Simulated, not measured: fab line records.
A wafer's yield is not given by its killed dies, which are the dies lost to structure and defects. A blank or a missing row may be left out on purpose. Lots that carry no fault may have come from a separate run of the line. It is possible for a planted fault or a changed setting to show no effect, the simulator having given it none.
Matching of chambers	flow n5-finfet	4 sister chambers for N5_STI_FIN_REVEAL_STRIP_24 on rie-diel-01
The step strips in N2/H2, time 90 s. 18 wafers are shown with their chamber, then 9 later ones without.

== WAFERS WITH THEIR CHAMBER ==
wafer	chamber	showerhead-plenum-p-Torr (Torr)	drypump-motor-current-A (A)	throttle-valve-pct (%)
L074.1	2	3.43	5.7	12.26
L074.3	3	3.38	5.7	12.30
L074.5	0	3.45	5.7	12.03
L077.1	0	3.44	5.8	12.06
L077.4	3	3.37	5.7	12.30
L077.6	3	3.37	5.7	12.32
L078.2	0	3.44	5.7	12.08
L078.4	3	3.37	5.7	12.30
L078.6	1	3.44	5.8	12.48
L080.1	2	3.42	5.7	12.28
L080.3	1	3.44	5.8	12.47
L080.5	2	3.42	5.7	12.27
L082.1	3	3.37	5.7	12.34
L082.4	2	3.42	5.7	12.28
L082.5	0	3.44	5.8	12.11
L085.2	2	3.42	5.7	12.30
L085.5	2	3.42	5.6	12.29
L085.6	1	3.44	5.8	11.83

SIGNATURES, as means of the wafers listed above
reading	chamber 0	chamber 1	chamber 2	chamber 3	scatter within a chamber
showerhead-plenum-p-Torr	3.4425	3.4400	3.4217	3.3720	0.00413
drypump-motor-current-A	5.750	5.800	5.683	5.700	0.0362
throttle-valve-pct	12.0700	12.2600	12.2800	12.3120	0.142
Rule: for each reading, subtract the chamber's mean from the wafer's reading, divide by that reading's scatter and square the result; add these up over the readings and take the root, which gives the wafer's distance from the chamber. If the next closest chamber is less than 2 further off than the closest, the wafer can't be placed; otherwise it belongs to the closest. The scatter is the square root of a quotient: the sum, over the shown wafers, of each reading's squared deviation from its chamber's mean, divided by wafers minus chambers.

== WAFERS MISSING THEIR CHAMBER ==
wafer	showerhead-plenum-p-Torr (Torr)	drypump-motor-current-A (A)	throttle-valve-pct (%)
L091.2	3.41	5.7	12.31
L091.5	3.36	5.7	12.41
L091.6	3.43	5.8	12.13
L093.2	3.41	5.7	12.33
L093.3	3.42	5.8	12.15
L093.4	3.43	5.7	11.88
L097.3	3.42	5.8	11.91
L097.4	3.42	5.8	12.18
L097.5	3.35	5.7	12.42

== WHICH CHAMBER EACH ONE RAN IN ==
wafer	from the rows above	in truth
L091.2	2	2
L091.5	3	3
L091.6	can't be placed: 1 or 0 or 2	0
L093.2	2	2
L093.3	can't be placed: 2 or 1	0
L093.4	can't be placed: 2 or 0 or 1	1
L097.3	can't be placed: 2 or 1 or 0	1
L097.4	can't be placed: 2 or 1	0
L097.5	3	3
Correctly placed: 4 of 9. From these rows, 5 cannot be placed; in 3 the true chamber is one of the candidates. Placed wrongly: 0.
